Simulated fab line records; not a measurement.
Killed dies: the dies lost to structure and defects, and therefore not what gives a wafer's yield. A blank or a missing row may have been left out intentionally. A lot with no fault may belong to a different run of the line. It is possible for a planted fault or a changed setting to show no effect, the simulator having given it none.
Which tool did it? | flow n5 finfet | 45 wafers from 15 lots sampled at 8 of the route's 1938 steps

== WHAT THE GAUGES SHOWED, per wafer ==
N5_BEOL_M4_CD_MEAS_18: pitch 36 nm, target cd 18 nm. Usual: 18.00 nm for cd nm, sd 0.27.
lot  | measured     | on        | cd nm (nm)        | flag
L555 | day 7 04:42  | cd sem-02 | 17.57 17.69 17.77 |
L557 | day 8 02:07  | cd sem-02 | 17.84 17.80 17.94 |
L559 | day 8 19:08  | cd sem-01 | 18.63 18.09 17.58 |
L560 | day 8 23:49  | cd sem-03 | 18.16 17.67 18.41 |
L562 | day 9 05:53  | cd sem-03 | 18.06 18.18 17.90 |
L563 | day 9 13:26  | cd sem-02 | - - -             | OFF
L564 | day 10 04:22 | cd sem-03 | - - -             | OFF
L565 | day 10 06:14 | cd sem-01 | - - -             | OFF
L566 | day 10 07:43 | cd sem-01 | 17.53 17.96 17.77 |
L571 | day 11 14:42 | cd sem-02 | 17.92 17.93 17.88 |
L572 | day 11 22:10 | cd sem-02 | 17.59 18.37 18.39 |
L573 | day 12 09:03 | cd sem-01 | 18.19 18.10 18.06 |
L575 | day 13 05:40 | cd sem-01 | 18.01 18.29 17.70 |
L576 | day 12 19:22 | cd sem-03 | 17.74 17.78 18.59 |
L578 | day 13 03:38 | cd sem-01 | 17.75 17.77 17.97 |

N5_BEOL_M4_RC_MEAS_101. Usual: DIBL_N 35.9 mV/V, standard deviation 1.3; DIBL_P 35.9 mV/V, standard deviation 1.6; IOFF_N 0.156 nA/um, standard deviation 0.022; IOFF_P 0.205 nA/um, standard deviation 0.023; ION_N 675 uA/um, standard deviation 9; ION_P 463 uA/um, standard deviation 5.6; SS_N 71.4 mV/dec, standard deviation 0.57; SS_P 73.1 mV/dec, standard deviation 0.52; VT_N 249.7 mV, standard deviation 2.8; VT_P -250.2 mV, standard deviation 2.5.
lot  | measured     | on        | DIBL_N (mV/V)  | DIBL_P (mV/V)  | IOFF_N (nA/um)    | IOFF_P (nA/um)    | ION_N (uA/um) | ION_P (uA/um) | SS_N (mV/dec)  | SS_P (mV/dec)  | VT_N (mV)         | VT_P (mV)            | flag
L555 | day 7 11:56  | prober-01 | 36.1 36.0 36.9 | 36.4 36.6 37.0 | 0.151 0.157 0.162 | 0.213 0.220 0.223 | 667 686 670   | 467 468 463   | 70.4 71.2 71.6 | 73.2 73.6 73.7 | 251.6 250.6 251.5 | -249.9 -249.2 -249.0 |
L557 | day 8 12:51  | prober-02 | 37.0 37.4 35.8 | 36.3 37.6 35.2 | 0.171 0.182 0.143 | 0.212 0.231 0.192 | 677 680 673   | 457 462 457   | 72.1 71.4 71.3 | 73.2 73.9 73.3 | 249.5 246.6 249.4 | -248.3 -246.2 -250.7 |
L559 | day 9 05:26  | prober-01 | 35.5 36.9 37.6 | 36.9 38.7 39.1 | 0.157 0.190 0.204 | 0.188 0.218 0.226 | 677 691 688   | 460 466 459   | 70.8 71.9 72.4 | 73.3 73.0 73.5 | 249.9 248.4 246.2 | -252.9 -249.9 -252.3 |
L560 | day 9 08:05  | prober-01 | 37.7 36.2 37.6 | 37.3 35.6 38.0 | 0.194 0.164 0.195 | 0.240 0.216 0.256 | 682 675 681   | 469 465 470   | 72.6 71.2 71.1 | 73.0 72.9 73.4 | 245.2 248.1 243.1 | -246.3 -247.6 -247.4 |
L562 | day 9 13:36  | prober-02 | 34.7 37.3 35.3 | 35.5 38.2 35.8 | 0.136 0.170 0.142 | 0.218 0.266 0.223 | 673 675 679   | 467 472 474   | 71.1 72.1 71.8 | 72.3 73.3 72.5 | 249.2 248.7 250.7 | -247.6 -243.5 -248.0 |
L566 | day 10 13:40 | prober-01 | 35.9 35.2 35.7 | 36.0 35.3 35.8 | 0.162 0.151 0.155 | 0.199 0.188 0.194 | 670 678 670   | 461 465 462   | 71.2 71.4 71.5 | 72.5 72.7 73.0 | 247.1 245.8 246.7 | -250.7 -251.3 -252.4 |
L571 | day 11 22:10 | prober-01 | 35.8 36.7 33.9 | 35.4 36.7 33.8 | 0.154 0.179 0.128 | 0.198 0.222 0.175 | 684 679 664   | 464 465 457   | 71.5 71.5 71.3 | 72.8 73.8 72.9 | 249.4 247.4 250.7 | -249.8 -249.7 -252.9 |
L572 | day 12 08:43 | prober-02 | 38.3 36.2 36.1 | 37.3 35.6 36.0 | 0.176 0.139 0.146 | 0.246 0.225 0.226 | 678 664 672   | 469 472 473   | 70.9 70.7 71.4 | 73.8 73.2 72.6 | 249.1 250.8 249.6 | -246.2 -244.7 -248.5 |
L573 | day 12 19:05 | prober-01 | 36.3 36.8 37.0 | 38.4 38.6 39.0 | 0.182 0.172 0.192 | 0.202 0.191 0.207 | 691 672 689   | 465 450 460   | 71.5 70.8 71.8 | 73.7 73.3 73.4 | 248.3 250.8 245.5 | -251.0 -254.4 -251.1 |
L575 | day 13 14:47 | prober-01 | 34.5 35.3 32.4 | 35.4 36.1 33.1 | 0.140 0.154 0.116 | 0.186 0.202 0.156 | 673 676 664   | 460 459 457   | 71.1 72.1 70.8 | 72.7 72.4 72.0 | 249.2 250.1 254.7 | -253.0 -250.4 -251.6 |
L576 | day 13 05:27 | prober-02 | 38.2 37.4 39.1 | 37.6 36.7 39.4 | 0.172 0.151 0.197 | 0.217 0.204 0.249 | 680 663 679   | 462 457 463   | 71.6 71.9 72.1 | 74.0 73.9 74.4 | 247.7 251.6 246.0 | -248.9 -250.7 -247.2 |
L578 | day 13 10:26 | prober-02 | 38.9 38.1 37.4 | 38.9 36.9 36.3 | 0.200 0.182 0.172 | 0.240 0.209 0.203 | 683 680 680   | 463 460 462   | 71.4 71.7 71.7 | 74.7 73.5 73.1 | 246.9 248.8 250.2 | -249.0 -250.7 -252.5 |

== WHICH TOOL RAN EACH LOT (tool, then ch and the chambers of the sampled wafers, then the start) ==
lot  | N5_BEOL_M3_SPUTTER_90        | N5_BEOL_M3_SPUTTER_92        | N5_BEOL_M3_ANNEAL_93         | N5_BEOL_M4_ETCH_63                 | N5_BEOL_M4_ETCH_64                 | N5_BEOL_M4_HM_OPEN_17
L555 | pvd sputter-01, day 6 23:40  | pvd sputter-01, day 6 23:53  | pvd sputter-01, day 6 23:58  | rie diel-03 ch 1,2,3, day 7 04:02  | rie diel-03 ch 1,2,3, day 7 04:04  | rie metal-02 ch 1, day 7 04:20
L557 | pvd sputter-01, day 7 23:00  | pvd sputter-01, day 7 23:14  | pvd sputter-01, day 7 23:20  | rie diel-03 ch 0,1,2, day 8 01:44  | rie diel-03 ch 0,1,2, day 8 01:45  | rie metal-03 ch 0,1, day 8 01:56
L559 | pvd sputter-03, day 8 13:01  | pvd sputter-03, day 8 13:14  | pvd sputter-03, day 8 13:19  | rie diel-03 ch 0,1,2, day 8 18:38  | rie diel-03 ch 0,1,2, day 8 18:39  | rie metal-02 ch 1, day 8 18:50
L560 | pvd sputter-01, day 8 19:01  | pvd sputter-01, day 8 19:14  | pvd sputter-01, day 8 19:19  | rie diel-03 ch 0,1,3, day 8 23:23  | rie diel-03 ch 0,1,3, day 8 23:25  | rie metal-01 ch 0,1, day 8 23:35
L562 | pvd sputter-02, day 9 02:07  | pvd sputter-02, day 9 02:20  | pvd sputter-02, day 9 02:25  | rie diel-05 ch 2,3, day 9 05:28    | rie diel-05 ch 2,3, day 9 05:29    | rie metal-01 ch 0,1, day 9 05:42
L563 | pvd sputter-03, day 9 09:53  | pvd sputter-03, day 9 10:07  | pvd sputter-03, day 9 10:11  | rie diel-05 ch 0,2,3, day 9 13:04  | rie diel-05 ch 0,2,3, day 9 13:05  | rie metal-02 ch 0,1, day 9 13:16
L564 | pvd sputter-02, day 10 01:04 | pvd sputter-02, day 10 01:17 | pvd sputter-02, day 10 01:22 | rie diel-03 ch 0,1,3, day 10 03:58 | rie diel-03 ch 0,1,3, day 10 04:00 | rie metal-03 ch 0,1, day 10 04:12
L565 | pvd sputter-03, day 10 02:14 | pvd sputter-03, day 10 02:27 | pvd sputter-03, day 10 02:32 | rie diel-04 ch 1,2,3, day 10 05:50 | rie diel-04 ch 1,2,3, day 10 05:52 | rie metal-03 ch 0,1, day 10 06:04
L566 | pvd sputter-01, day 10 04:25 | pvd sputter-01, day 10 04:38 | pvd sputter-01, day 10 04:43 | rie diel-05 ch 1,2,3, day 10 07:08 | rie diel-05 ch 1,2,3, day 10 07:10 | rie metal-02 ch 0, day 10 07:22
L571 | pvd sputter-03, day 11 10:59 | pvd sputter-03, day 11 11:13 | pvd sputter-03, day 11 11:17 | rie diel-03 ch 0,2, day 11 14:18   | rie diel-03 ch 0,2, day 11 14:20   | rie metal-03 ch 0,1, day 11 14:32
L572 | pvd sputter-01, day 11 19:01 | pvd sputter-01, day 11 19:14 | pvd sputter-01, day 11 19:19 | rie diel-03 ch 1,2,3, day 11 21:47 | rie diel-03 ch 1,2,3, day 11 21:49 | rie metal-01 ch 0,1, day 11 21:59
L573 | pvd sputter-02, day 12 03:22 | pvd sputter-02, day 12 03:35 | pvd sputter-02, day 12 03:40 | rie diel-04 ch 1,2,3, day 12 08:29 | rie diel-04 ch 1,2,3, day 12 08:31 | rie metal-01 ch 0, day 12 08:41
L575 | pvd sputter-01, day 12 12:47 | pvd sputter-01, day 12 13:00 | pvd sputter-01, day 12 13:05 | rie diel-05 ch 0,1,3, day 13 05:17 | rie diel-05 ch 0,1,3, day 13 05:19 | rie metal-03 ch 0,1, day 13 05:29
L576 | pvd sputter-02, day 12 14:04 | pvd sputter-02, day 12 14:17 | pvd sputter-02, day 12 14:22 | rie diel-04 ch 0,1,2, day 12 18:53 | rie diel-04 ch 0,1,2, day 12 18:55 | rie metal-01 ch 0, day 12 19:05
L578 | pvd sputter-02, day 13 00:23 | pvd sputter-02, day 13 00:37 | pvd sputter-02, day 13 00:41 | rie diel-05 ch 0,1, day 13 03:15   | rie diel-05 ch 0,1, day 13 03:17   | rie metal-02 ch 0, day 13 03:27
- N5_BEOL_M3_SPUTTER_90: material Cu, target thk 4.5 nm, time 8.29 s.
- N5_BEOL_M3_SPUTTER_92: material Cu, target thk 4.5 nm, time 8.29 s.
- N5_BEOL_M3_ANNEAL_93: time 240 s.
- N5_BEOL_M4_ETCH_63: etches SiARC in CF4, target depth 15.6 nm, time 26 s.
- N5_BEOL_M4_ETCH_64: etches SOC in N2/H2, target depth 75 nm, overetch 22.5 nm, time 121.9 s.
- N5_BEOL_M4_HM_OPEN_17: chemistry Cl2/BCl3, target TiN, target depth 20 nm, overetch 6 nm.

== AS READ BY THE TOOLS THEMSELVES (means over the sampled wafers that have a number; for cases with no such wafer, the mark the record gives instead) ==
N5_BEOL_M3_SPUTTER_90. Usual: 30.0 % for throttle valve pct, sd 0.89.
lot  | tool           | throttle valve pct (%) | flag
L555 | pvd sputter-01 | 30.5                   |
L557 | pvd sputter-01 | 29.9                   |
L559 | pvd sputter-03 | 29.7                   |
L560 | pvd sputter-01 | 30.7                   |
L562 | pvd sputter-02 | 29.3                   |
L563 | pvd sputter-03 | 29.7                   |
L564 | pvd sputter-02 | 29.5                   |
L565 | pvd sputter-03 | 29.9                   |
L566 | pvd sputter-01 | 30.8                   |
L571 | pvd sputter-03 | 30.2                   |
L572 | pvd sputter-01 | 30.2                   |
L573 | pvd sputter-02 | 29.3                   |
L575 | pvd sputter-01 | 30.8                   |
L576 | pvd sputter-02 | 29.2                   |
L578 | pvd sputter-02 | 28.9                   |

N5_BEOL_M3_SPUTTER_92. Usual: 30.0 % for throttle valve pct, sd 0.9.
lot  | tool           | throttle valve pct (%) | flag
L555 | pvd sputter-01 | 30.6                   |
L557 | pvd sputter-01 | 29.9                   |
L559 | pvd sputter-03 | 29.6                   |
L560 | pvd sputter-01 | 30.7                   |
L562 | pvd sputter-02 | 29.3                   |
L563 | pvd sputter-03 | 29.6                   |
L564 | pvd sputter-02 | 29.4                   |
L565 | pvd sputter-03 | 29.9                   |
L566 | pvd sputter-01 | 30.6                   |
L571 | pvd sputter-03 | 30.3                   |
L572 | pvd sputter-01 | 30.2                   |
L573 | pvd sputter-02 | 29.1                   |
L575 | pvd sputter-01 | 30.7                   |
L576 | pvd sputter-02 | 29.4                   |
L578 | pvd sputter-02 | 29.1                   |

N5_BEOL_M3_ANNEAL_93. Usual: heater power w 876 W, standard deviation 74; susceptor_temp_C_max 401.0, standard deviation 0.37.
lot  | tool           | heater power w (W) | susceptor_temp_C_max | flag
L555 | pvd sputter-01 | 843                | 400.8                |
L557 | pvd sputter-01 | 840                | 401.2                |
L559 | pvd sputter-03 | 827                | 400.8                |
L560 | pvd sputter-01 | 849                | 401.0                |
L562 | pvd sputter-02 | 940                | 401.0                |
L563 | pvd sputter-03 | 825                | 400.8                |
L564 | pvd sputter-02 | 913                | 401.0                |
L565 | pvd sputter-03 | 812                | 400.8                |
L566 | pvd sputter-01 | 848                | 401.0                |
L571 | pvd sputter-03 | 875                | 401.1                |
L572 | pvd sputter-01 | 849                | 401.0                |
L573 | pvd sputter-02 | 868                | 400.9                |
L575 | pvd sputter-01 | 869                | 400.9                |
L576 | pvd sputter-02 | 938                | 401.3                |
L578 | pvd sputter-02 | 828                | 400.9                |

N5_BEOL_M4_ETCH_63. Usual: bias w 36.00 W, standard deviation 0.11; cf4 flow sccm 100.0 sccm, standard deviation 0.31; drypump motor current A 5.8 A, standard deviation 0.31; etch rf on time s 25.8 s, standard deviation 0.41; oes product au 0.68 a.u., standard deviation 0.078; rf vpp V 184.4 V, standard deviation 1.2; showerhead plenum p Torr 2.16 Torr, standard deviation 0.067; throttle valve pct 15.60 %, standard deviation 0.28.
lot  | tool        | bias w (W) | cf4 flow sccm (sccm) | drypump motor current A (A) | etch rf on time s (s) | oes product au (a.u.) | rf vpp V (V) | showerhead plenum p Torr (Torr) | throttle valve pct (%) | flag
L555 | rie diel-03 | 36.05      | 100.1                | 5.6                         | 25.9                  | 0.68                  | 184.7        | 2.15                            | 15.46                  |
L557 | rie diel-03 | 36.03      | 99.8                 | 5.6                         | 25.9                  | 0.66                  | 183.9        | 2.17                            | 15.47                  |
L559 | rie diel-03 | 35.96      | 100.2                | 5.6                         | 25.8                  | 0.66                  | 184.5        | 2.17                            | 15.46                  |
L560 | rie diel-03 | 35.97      | 100.2                | 5.5                         | 26.1                  | 0.61                  | 183.6        | 2.13                            | 15.70                  |
L562 | rie diel-05 | 35.94      | 100.2                | 5.6                         | 25.5                  | 0.72                  | 184.4        | 2.14                            | 15.48                  |
L563 | rie diel-05 | -          | -                    | -                           | -                     | -                     | -            | -                               | -                      | OFF
L564 | rie diel-03 | -          | -                    | -                           | -                     | -                     | -            | -                               | -                      | OFF
L565 | rie diel-04 | -          | -                    | -                           | -                     | -                     | -            | -                               | -                      | OFF
L566 | rie diel-05 | 36.05      | 99.7                 | 5.6                         | 25.8                  | 0.67                  | 185.1        | 2.15                            | 15.59                  |
L571 | rie diel-03 | 35.92      | 99.9                 | 5.8                         | 25.4                  | 0.77                  | 184.7        | 2.23                            | 15.37                  |
L572 | rie diel-03 | 36.03      | 100.1                | 5.6                         | 25.6                  | 0.65                  | 183.9        | 2.14                            | 15.55                  |
L573 | rie diel-04 | 35.92      | 99.7                 | 6.3                         | 25.9                  | 0.68                  | 184.3        | 2.14                            | 15.87                  |
L575 | rie diel-05 | 35.99      | 100.2                | 5.7                         | 26.0                  | 0.65                  | 184.0        | 2.18                            | 15.56                  |
L576 | rie diel-04 | 36.05      | 100.3                | 6.3                         | 25.7                  | 0.74                  | 185.0        | 2.17                            | 15.63                  |
L578 | rie diel-05 | 35.84      | 99.8                 | 5.6                         | 25.5                  | 0.66                  | 185.4        | 2.24                            | 15.49                  |

N5_BEOL_M4_ETCH_64. Usual: bias w 150.0 W (standard deviation 0.41); chamber pressure mTorr 30.002 mTorr (standard deviation 0.027); drypump motor current A 5.8 A (standard deviation 0.32); oes product au 0.60 a.u. (standard deviation 0.065); rf vpp V 524.9 V (standard deviation 2.4); showerhead plenum p Torr 2.57 Torr (standard deviation 0.084); throttle valve pct 17.8 % (standard deviation 0.3).
lot  | tool        | bias w (W) | chamber pressure mTorr (mTorr) | drypump motor current A (A) | oes product au (a.u.) | rf vpp V (V) | showerhead plenum p Torr (Torr) | throttle valve pct (%) | flag
L555 | rie diel-03 | 150.0      | 29.987                         | 5.6                         | 0.60                  | 524.0        | 2.55                            | 17.6                   |
L557 | rie diel-03 | 149.7      | 29.991                         | 5.6                         | 0.59                  | 526.1        | 2.58                            | 17.6                   |
L559 | rie diel-03 | 149.7      | 30.010                         | 5.6                         | 0.59                  | 525.3        | 2.58                            | 17.7                   |
L560 | rie diel-03 | 150.1      | 30.005                         | 5.5                         | 0.54                  | 524.1        | 2.52                            | 17.9                   |
L562 | rie diel-05 | 150.3      | 29.998                         | 5.6                         | 0.64                  | 523.9        | 2.53                            | 17.7                   |
L563 | rie diel-05 | 150.1      | 29.994                         | 5.6                         | 0.31                  | 525.6        | 2.57                            | 17.5                   | OFF
L564 | rie diel-03 | 149.8      | 29.996                         | 5.5                         | 0.27                  | 523.4        | 2.52                            | 17.9                   | OFF
L565 | rie diel-04 | 150.1      | 30.003                         | 6.3                         | 0.31                  | 524.6        | 2.56                            | 18.0                   | OFF
L566 | rie diel-05 | 150.2      | 30.023                         | 5.6                         | 0.60                  | 523.6        | 2.56                            | 17.8                   |
L571 | rie diel-03 | 149.8      | 29.994                         | 5.8                         | 0.67                  | 527.3        | 2.65                            | 17.6                   |
L572 | rie diel-03 | 150.2      | 29.983                         | 5.6                         | 0.58                  | 524.7        | 2.54                            | 17.7                   |
L573 | rie diel-04 | 150.2      | 29.989                         | 6.3                         | 0.60                  | 523.9        | 2.55                            | 18.1                   |
L575 | rie diel-05 | 149.9      | 29.993                         | 5.7                         | 0.58                  | 524.5        | 2.59                            | 17.7                   |
L576 | rie diel-04 | 150.1      | 30.017                         | 6.3                         | 0.66                  | 525.5        | 2.58                            | 17.9                   |
L578 | rie diel-05 | 149.7      | 30.011                         | 5.6                         | 0.58                  | 527.3        | 2.66                            | 17.6                   |

N5_BEOL_M4_HM_OPEN_17. Usual: drypump motor current A 5.6 A, standard deviation 0.46; oes product au 0.65 a.u., standard deviation 0.082; throttle valve pct 22.07 %, standard deviation 0.12.
lot  | tool         | drypump motor current A (A) | oes product au (a.u.) | throttle valve pct (%) | flag
L555 | rie metal-02 | 5.2                         | 0.69                  | 22.00                  |
L557 | rie metal-03 | 5.6                         | 0.62                  | 22.16                  |
L559 | rie metal-02 | 5.2                         | 0.68                  | 22.00                  |
L560 | rie metal-01 | 5.7                         | 0.62                  | 22.12                  |
L562 | rie metal-01 | 5.7                         | 0.61                  | 22.13                  |
L563 | rie metal-02 | 5.9                         | 0.35                  | 22.56                  | OFF
L564 | rie metal-03 | 5.6                         | 0.26                  | 22.84                  | OFF
L565 | rie metal-03 | 5.6                         | 0.27                  | 22.84                  | OFF
L566 | rie metal-02 | 6.4                         | 0.82                  | 21.86                  |
L571 | rie metal-03 | 5.3                         | 0.59                  | 22.13                  |
L572 | rie metal-01 | 5.7                         | 0.61                  | 22.13                  |
L573 | rie metal-01 | 6.0                         | 0.62                  | 22.20                  |
L575 | rie metal-03 | 5.6                         | 0.59                  | 22.21                  |
L576 | rie metal-01 | 6.1                         | 0.63                  | 22.17                  |
L578 | rie metal-02 | 6.3                         | 0.78                  | 21.89                  |

== THE ANSWER, worked out from the rows above alone ==
Rule: a lot counts as off when the mean over its wafers that have a number is more than 3 standard deviations away from the usual mean. A lot without any number at a reading at which 4 lots or more have one is off too. The other lots that the step has rows for count as sound. The gauges are gone through in route order, then the tools' own readings, and for those a lot's mean is taken as printed above. At the first step where some lot is off, the reading lying furthest off is the one used; lots without a number count as furthest.
Off: L563, L564, L565, at N5_BEOL_M4_CD_MEAS_18 (cd nm). Without a number there: L563, L564, L565.
A tool fits if, at a process step before that reading, it ran every lot that is off, and no sound lot after the first of them. Not tried: the gauges at N5_BEOL_M4_CD_MEAS_18; whatever is off there is also off at N5_BEOL_M4_ETCH_63, on other tools, and gauge error can't account for it. None of those tried fits.

== WHAT THE SIMULATOR HAD PUT IN ==
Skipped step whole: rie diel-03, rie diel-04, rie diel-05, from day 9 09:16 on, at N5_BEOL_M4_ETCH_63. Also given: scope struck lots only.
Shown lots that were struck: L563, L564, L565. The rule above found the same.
